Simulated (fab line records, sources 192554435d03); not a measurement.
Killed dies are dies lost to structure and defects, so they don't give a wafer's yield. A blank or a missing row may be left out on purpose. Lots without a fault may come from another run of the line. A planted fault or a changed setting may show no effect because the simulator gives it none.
Chamber matching | flow n5_finfet | N5_BEOL_M5_PRE_CLEAN_77 on cvd_co-01: 3 sister chambers
The step time 15 s. 24 wafers are shown with their chamber, then 12 later ones without.

WAFERS WITH THEIR CHAMBER
wafer  | chamber | heater_power_w (W) | rf_fwd_power_W (W)
L076.1 | 1       | 78                 | 297.5
L076.2 | 0       | 90                 | 297.1
L076.5 | 2       | 78                 | 295.9
L080.1 | 1       | 79                 | 298.3
L080.2 | 2       | 77                 | 295.3
L080.6 | 0       | 89                 | 296.9
L082.1 | 1       | 79                 | 299.2
L082.2 | 0       | 89                 | 296.7
L082.5 | 1       | 78                 | 298.7
L083.1 | 2       | 79                 | 296.8
L083.4 | 2       | 78                 | 295.5
L083.6 | 0       | 91                 | 297.0
L089.1 | 1       | 78                 | 297.6
L089.5 | 2       | 78                 | 295.9
L089.6 | 1       | 78                 | 297.3
L087.4 | 0       | 90                 | 296.7
L087.5 | 2       | 78                 | 295.8
L087.6 | 1       | 78                 | 298.4
L091.2 | 2       | 80                 | 295.7
L091.3 | 1       | 80                 | 299.0
L091.4 | 1       | 79                 | 298.0
L090.1 | 0       | 88                 | 297.1
L090.2 | 2       | 79                 | 294.9
L090.5 | 0       | 89                 | 296.6

SIGNATURES (means of the wafers above)
reading        | chamber 0 | chamber 1 | chamber 2 | scatter within a chamber
heater_power_w | 89.43     | 78.56     | 78.38     | 0.868
rf_fwd_power_W | 296.871   | 298.222   | 295.725   | 0.536
Rule: a wafer's distance from a chamber is the root of the sum, over the readings, of the square of ((its reading less the chamber's mean) divided by the reading's scatter). The wafer belongs to the nearest chamber; if the next one is less than 2 further off, it can't be placed. The scatter: the root of (the sum of the squares of (reading less its chamber's mean) over the shown wafers, divided by (wafers less chambers)).

WAFERS WITHOUT THEIR CHAMBER
wafer  | heater_power_w (W) | rf_fwd_power_W (W)
L092.1 | 90                 | 296.0
L092.2 | 78                 | 296.1
L092.6 | 81                 | 294.5
L093.3 | 91                 | 296.0
L093.5 | 78                 | 294.0
L093.6 | 90                 | 296.0
L097.1 | 79                 | 295.8
L097.3 | 82                 | 299.1
L097.6 | 78                 | 299.9
L095.2 | 78                 | 294.3
L095.3 | 80                 | 298.6
L095.6 | 87                 | 297.1

WHICH CHAMBER EACH WENT THROUGH
wafer  | from the rows above | in truth
L092.1 | 0                   | 0
L092.2 | 2                   | 2
L092.6 | 2                   | 2
L093.3 | 0                   | 0
L093.5 | 2                   | 2
L093.6 | 0                   | 0
L097.1 | 2                   | 2
L097.3 | 1                   | 1
L097.6 | 1                   | 1
L095.2 | 2                   | 2
L095.3 | 1                   | 1
L095.6 | 0                   | 0
Placed correctly: 12 of 12. Can't be placed from these rows: 0. Placed wrongly: 0.
